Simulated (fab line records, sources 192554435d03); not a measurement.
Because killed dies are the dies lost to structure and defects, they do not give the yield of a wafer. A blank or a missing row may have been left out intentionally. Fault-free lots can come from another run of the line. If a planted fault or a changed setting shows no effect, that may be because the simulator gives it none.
fab line records | flow n5-finfet | part 2 of 2: steps 21 to 27 of 27
[record] lots = 5 wafers = 15 last-day = 18
route steps=1938 shown MOL_CONTACT_COAG@588
lots that met no fault: taken from a fault-free run of the same line
start-h: the number of hours between the record's first day and the start of the first shown wafer of the lot | wait-h: time in hours since the lot's previous step | " unchanged from the row above | L1.1+2: one row covering several wafers at once | - value missing, or start not given | * or withheld: withheld | < > ~ a bound
route shown NAME@n: a module of which the file shows steps, and the number in the route of the first | usual: mean and standard deviation over wafers with no fault | same: alike in all rows | chamber/n: place in a boat | sites: each site's reading | _std_site: their standard deviation | _edge_site: the outer-site mean with the inner-site mean subtracted | radius-mm: how far each site lies from the wafer's centre | mask NAME#n: copy n | behind: the most recent tool/chamber to have shaped the wafer | hold: why the lot was held/for how many hours/how that ended | device: which transistor (n, p or np) failed to switch | end of line: the same wafers' tests at the end of the route | for a step that has no rows: nothing shown but its recipe | killed: at the first sort, the dies lost to defects and structure; wafer yield is something else | map: shows each die of a wafer: x if killed, . if not, _ if none is there
set.NAME: the setting as run; set.NAME@STEP: as run at that earlier step | model.NAME: the simulator's own value behind a step, which no gauge read
lots seen at some steps along the route; tables by step, rows by wafer
services: from which hour (start-h, from the record's first day; less than 0 if before it) a tool's chamber was out of use, for how many hours, and why
[[steps]]
[step N5_MOL_CONTACT_COAG_ALD_133]
[recipe] material = SiO2 target-thk-a = 50 temp-c = 100 ald-precursor-family = BDEAS ald-co-reactant = O2-plasma pulse-time-s = 1 co-reactant-pulse-time-s = 1 purge-time-s = 2 co-reactant-purge-time-s = 2 ald-cycles = 35 pressure-torr = 2
[usual] heater-power-outer-w = 41/5.7 heater-power-w = 80/8.4 precursor-pulse-height-rel = 0.997/0.019
// columns lot.wafer tool chamber start-h wait-h heater-power-outer-w heater-power-w precursor-pulse-height-rel since-wet-clean-h
L081.1 ald-sin-03 0 144.82 0.1 38 78 0.995 45
L081.2 " 1 " " 47 94 1.034 45
L081.5 " 3 " " 44 84 0.999 -
L088.2 ald-sin-03 1 189.30 1.1 47 92 1.018 89
L088.4 " 2 " " 43 79 1.006 -
L088.6 " 3 " " 44 84 1.001 -
L090.1 ald-sin-03 0 195.62 0.1 37 77 1.004 95
L090.5 " 3 " " 43 85 1.015 -
L090.6 " 2 " " 44 79 0.997 -
L091.1 ald-sin-03 0 207.70 0.3 36 77 0.994 107
L091.4 " 3 " " 43 83 0.992 107
L091.6 " 0 " " 36 75 1.012 -
L097.1 ald-sin-03 2 237.70 0.1 43 79 0.992 137
L097.4 " 3 " " 43 82 1.005 137
L097.6 " 2 " " 44 79 0.998 -
[step N5_MOL_CONTACT_COAG_ETCHBACK_134]
[recipe] chemistry = CHF3 target = SiO2 target-depth-a = 100 time-s = 6.7 ion-energy-ev = 200 pressure-mtorr = 30 source-w = 610 bias-w = 170 Ar_flow_sccm = 200 CHF3_flow_sccm = 50
[usual] drypump-motor-current-A = 6.0/0.38 oes-product-au = 0.78/0.094 rf-vpp-V = 526/6.8 showerhead-plenum-p-Torr = 2.38/0.06 throttle-valve-pct = 18.80/0.29
// columns lot.wafer tool chamber start-h wait-h drypump-motor-current-A oes-product-au rf-hours-counter-h rf-vpp-V showerhead-plenum-p-Torr throttle-valve-pct
L081.1 rie-diel-05 3 145.00 0.1 6.2 0.71 197 534 2.46 19.10
L081.2 " 2 " " 6.3 0.82 66 513 2.32 18.45
L081.5 " 0 " " 6.0 0.85 - 528 2.32 18.43
L088.2 rie-diel-05 0 189.48 0.1 6.0 0.82 79 529 2.32 18.45
L088.4 " 3 " " 6.2 0.71 - 534 2.45 19.13
L088.6 " 2 " " 6.3 0.80 - 514 2.31 18.49
L090.1 rie-diel-05 2 195.80 0.1 6.3 0.81 88 515 2.31 18.50
L090.5 " 2 " " 6.3 0.80 - 515 2.31 18.49
L090.6 " 3 " " 6.2 0.70 - 533 2.45 19.14
L091.1 rie-diel-03 3 208.03 0.3 6.3 0.80 118 530 2.40 18.62
L091.4 " 0 " " 5.7 0.84 77 520 2.40 18.93
L091.6 " 3 " " 6.3 0.80 - 529 2.40 18.64
L097.1 rie-diel-03 3 237.94 0.2 6.3 0.79 130 529 2.39 18.66
L097.4 " 1 " " 6.5 0.89 31 529 2.33 18.90
L097.6 " 1 " " 6.5 0.88 - 526 2.33 18.89
[step N5_MOL_CONTACT_COAG_ETCH_67]
[recipe] chemistry = N2/H2 target = SOC target-depth-a = 600 overetch-a = 210 mask-material = SiARC temp-c = 40 time-s = 101.2 ion-energy-ev = 200 pressure-mtorr = 30 source-w = 840 bias-w = 150 n2-flow-sccm = 200 h2-flow-sccm = 200
[usual] drypump-motor-current-A = 6.0/0.38 oes-product-au = 0.66/0.075 rf-vpp-V = 523.9/2.1 showerhead-plenum-p-Torr = 2.55/0.068 throttle-valve-pct = 17.92/0.29
// columns lot.wafer tool chamber start-h wait-h drypump-motor-current-A oes-product-au rf-hours-counter-h rf-vpp-V showerhead-plenum-p-Torr throttle-valve-pct
L081.1 rie-diel-05 3 145.04 0.0 6.2 0.61 197 526.0 2.63 18.26
L081.2 " 2 " " 6.3 0.68 67 520.8 2.47 17.56
L081.5 " 0 " " 6.1 0.71 - 522.7 2.48 17.61
L088.2 rie-diel-05 2 189.51 0.0 6.3 0.67 85 521.9 2.47 17.61
L088.4 " 2 " " 6.3 0.67 - 521.8 2.47 17.60
L088.6 " 2 " " 6.3 0.66 - 520.0 2.47 17.61
L090.1 rie-diel-05 2 195.85 0.0 6.3 0.67 88 521.0 2.47 17.61
L090.5 " 2 " " 6.4 0.67 - 522.6 2.47 17.61
L090.6 " 3 " " 6.2 0.59 - 525.7 2.62 18.29
L091.1 rie-diel-03 3 208.07 0.0 6.3 0.67 118 523.5 2.56 17.71
L091.4 " 0 " " 5.8 0.70 77 524.4 2.57 18.07
L091.6 " 3 " " 6.3 0.67 - 523.4 2.56 17.71
L097.1 rie-diel-03 3 237.98 0.0 6.4 0.66 130 523.9 2.55 17.72
L097.4 " 1 " " 6.5 0.74 31 523.2 2.50 17.96
L097.6 " 1 " " 6.5 0.74 - 524.1 2.49 17.96
[step N5_MOL_CONTACT_COAG_STRIP_68]
[recipe] chemistry = N2/H2 temp-c = 40 n2-flow-sccm = 200 h2-flow-sccm = 200 rf-frequency-hz = 6e+07
// columns lot.wafer tool chamber start-h wait-h
L081.1+2+5 rie-diel-05 3,2,0 145.11 0.0
L088.2+4+6 rie-diel-05 2 189.62 0.1
L090.1+5+6 rie-diel-05 2,2,3 195.96 0.1
L091.1+4+6 rie-diel-03 3,0,3 208.14 0.0
L097.1+4+6 rie-diel-03 3,1,1 238.05 0.0
[step N5_MOL_CONTACT_COAG_STRIP_69]
[recipe] chemistry = N2/H2 temp-c = 40 n2-flow-sccm = 200 h2-flow-sccm = 200 rf-frequency-hz = 6e+07
// columns lot.wafer tool chamber start-h wait-h
L081.1+2+5 rie-diel-05 3,2,0 145.12 0.0
L088.2+4+6 rie-diel-05 2 189.63 0.0
L090.1+5+6 rie-diel-05 2,2,3 195.97 0.0
L091.1+4+6 rie-diel-03 3,0,3 208.15 0.0
L097.1+4+6 rie-diel-03 3,1,1 238.06 0.0
[step N5_MOL_CONTACT_COAG_ETCHBACK_136]
[recipe] chemistry = CHF3 target = SiO2 target-depth-a = 250 time-s = 16.7 ion-energy-ev = 200 pressure-mtorr = 30 source-w = 610 bias-w = 170 Ar_flow_sccm = 200 CHF3_flow_sccm = 50
[usual] drypump-motor-current-A = 6.0/0.38 oes-product-au = 0.78/0.094 rf-vpp-V = 526/6.8 showerhead-plenum-p-Torr = 2.38/0.06 throttle-valve-pct = 18.80/0.29
// columns lot.wafer tool chamber start-h wait-h drypump-motor-current-A oes-product-au rf-hours-counter-h rf-vpp-V showerhead-plenum-p-Torr throttle-valve-pct
L081.1 rie-diel-05 3 145.13 0.0 6.2 0.73 197 535 2.46 19.11
L081.2 " 2 " " 6.3 0.83 67 515 2.32 18.45
L081.5 " 0 " " 6.0 0.86 - 528 2.32 18.43
L088.2 rie-diel-05 2 189.65 0.0 6.3 0.80 85 516 2.31 18.50
L088.4 " 2 " " 6.3 0.80 - 515 2.31 18.49
L088.6 " 2 " " 6.3 0.80 - 515 2.31 18.49
L090.1 rie-diel-05 2 195.99 0.0 6.3 0.79 88 516 2.31 18.48
L090.5 " 2 " " 6.3 0.80 - 516 2.31 18.48
L090.6 " 3 " " 6.2 0.70 - 533 2.45 19.14
L091.1 rie-diel-03 3 208.16 0.0 6.3 0.79 118 529 2.40 18.63
L091.4 " 0 " " 5.7 0.83 77 521 2.40 18.92
L091.6 " 3 " " 6.3 0.79 - 530 2.40 18.63
L097.1 rie-diel-03 3 238.07 0.0 6.3 0.79 130 530 2.39 18.64
L097.4 " 1 " " 6.5 0.89 32 527 2.33 18.89
L097.6 " 1 " " 6.5 0.88 - 527 2.33 18.90
[step N5_MOL_CONTACT_COAG_STRIP_120]
[recipe] chemistry = CHF3 resist = SiARC rf-frequency-hz = 6e+07
// columns lot.wafer tool chamber start-h wait-h
L081.1+2+5 rie-diel-05 3,2,0 145.15 0.0
L088.2+4+6 rie-diel-05 2 189.68 0.0
L090.1+5+6 rie-diel-05 2,2,3 196.02 0.0
L091.1+4+6 rie-diel-03 3,0,3 208.18 0.0
L097.1+4+6 rie-diel-03 3,1,1 238.09 0.0
[[services]]
// columns tool chamber start-h hours kind
rie-diel-03 1 123.06 - clean
rie-diel-03 1 123.06 - consumable-replace:focus-ring
rie-diel-03 1 123.06 22.2 scheduled-down
rie-diel-03 1 123.06 22.2 vent-cycle
ald-sin-03 - 126.31 2.5 repair
euv-scanner-02 - 141.03 5.8 pm
euv-scanner-01 - 149.82 1.0 pm
rie-diel-04 0 154.52 2.4 repair
rie-diel-04 0 161.59 5.3 repair
euv-scanner-02 - 162.24 1.0 pm
rie-diel-03 1 165.50 5.0 repair
wet-bench-06 - 170.09 91.6 repair
rie-diel-05 1 177.38 - clean
rie-diel-05 1 177.38 - consumable-replace:focus-ring
rie-diel-05 1 177.38 21.6 scheduled-down
rie-diel-05 1 177.38 21.6 vent-cycle
wet-bench-03 - 183.84 0.6 repair
rie-diel-05 3 202.56 13.1 repair
euv-scanner-01 - 209.69 0.2 repair
euv-scanner-01 - 210.00 1.0 pm
euv-scanner-02 - 211.03 4.6 pm
euv-scanner-01 - 215.63 4.6 pm
ald-sin-03 2 216.08 16.4 repair
euv-scanner-02 - 220.23 1.0 pm
